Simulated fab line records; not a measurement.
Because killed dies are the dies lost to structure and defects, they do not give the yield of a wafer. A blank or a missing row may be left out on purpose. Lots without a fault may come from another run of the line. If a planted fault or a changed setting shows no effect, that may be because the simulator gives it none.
One fault through the eyes of 2 desks | flow n5-finfet | what lay behind the numbers comes last; until then each desk has only its own

AT THE METROLOGY DESK
Lot by lot, what the gauges showed, no matter which tool ran the lot: averages of those sampled wafers that carry a number. Any lot whose mean is over 4 standard deviations away from the usual mean is out of limits and marked OUT; that distance is given in the brackets. It has 24 readings, of which 7 appear: the earliest out of limits, and the ones furthest out on some lot.
Columns: A = trench-depth-nm at N5_BEOL_M5_OCD_MEAS_38, usual 71.5 nm; B = M5_THK at N5_BEOL_M5_THK_MEAS_53, usual 62.8 nm; C = M5_RS at N5_BEOL_M5_RS_MEAS_57, usual 0.385 ohm/sq; D = COMB_M9 at N5_BEOL_M15_RC_MEAS_101, usual 1.5e-11 S/m; E = SERP_M5 at N5_BEOL_M15_RC_MEAS_101, usual 38.5 ohm/um; F = SERP_M5_max_site at N5_BEOL_M15_RC_MEAS_101, usual 40.1 ohm/um; G = SERP_M9 at N5_BEOL_M15_RC_MEAS_101, usual 3.06 ohm/um
lot  | first seen here | A              | B              | C                | D       | E               | F               | G
L783 | day 8 16:25     | 71.4           | 64.6           | 0.380            | 1.6e-11 | 37.4            | 39.5            | 2.91
L796 | day 12 11:40    | 96.8 (+19) OUT | 88.7 (+14) OUT | 0.274 (-8.5) OUT | 1.5e-11 | 27.3 (-6.6) OUT | 28.0 (-6.7) OUT | 3.10
L801 | day 14 12:05    | 71.0           | 62.3           | 0.390            | 1.0e-11 | 38.2            | 40.0            | 3.02
Finding of this desk: L796 out of limits; the first was L796 at day 12 11:40, on trench-depth-nm at N5_BEOL_M5_OCD_MEAS_38. L783, L801: within limits.

THE TOOL OWNER'S DESK: rie-diel-05
The tool's own readings at N5_BEOL_M5_TRENCH_ETCH_37 (etches SiCOH lowk in C4F6/O2, target depth 71.652 nm, time 24.7 s): means of the sampled wafers that have a number, for each lot that ran on this tool. Any lot whose mean is over 4 standard deviations away from the usual mean is out of limits and marked OUT; that distance is given in the brackets.
Columns: A = drypump-motor-current-A at N5_BEOL_M5_TRENCH_ETCH_37, usual 5.6 A; B = oes-product-au at N5_BEOL_M5_TRENCH_ETCH_37, usual 0.78 a.u.; C = rf-vpp-V at N5_BEOL_M5_TRENCH_ETCH_37, usual 668 V; D = run-length-s at N5_BEOL_M5_TRENCH_ETCH_37, usual 48.3 s; E = showerhead-plenum-p-Torr at N5_BEOL_M5_TRENCH_ETCH_37, usual 2.86 Torr; F = throttle-valve-pct at N5_BEOL_M5_TRENCH_ETCH_37, usual 21.01 %
lot  | first seen here | A   | B    | C   | D              | E    | F
L783 | day 8 16:16     | 5.9 | 0.84 | 661 | 48.1           | 2.92 | 20.69
L796 | day 12 11:30    | 5.7 | 0.81 | 662 | 56.6 (+20) OUT | 2.98 | 20.92
Finding of this desk: L796 out of limits; the first was L796 at day 12 11:30, on run-length-s at N5_BEOL_M5_TRENCH_ETCH_37. L783: within limits.

TAKEN TOGETHER
The tool owner's desk had the chance to raise an alarm at day 12 11:30 on L796.
On L796, the metrology desk was in a position to raise an alarm at day 12 11:40.
Every lot named ran N5_BEOL_M5_TRENCH_ETCH_37 on rie-diel-05.

WHAT WAS PUT IN BY THE SIMULATOR
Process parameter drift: rie-diel-05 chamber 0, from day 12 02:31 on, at N5_BEOL_M5_TRENCH_ETCH_37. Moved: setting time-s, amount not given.
Lots struck among those shown: L796.
Time in hours from fault onset to the first out-of-limits reading at each desk: tool owner's desk 9, metrology desk 9.
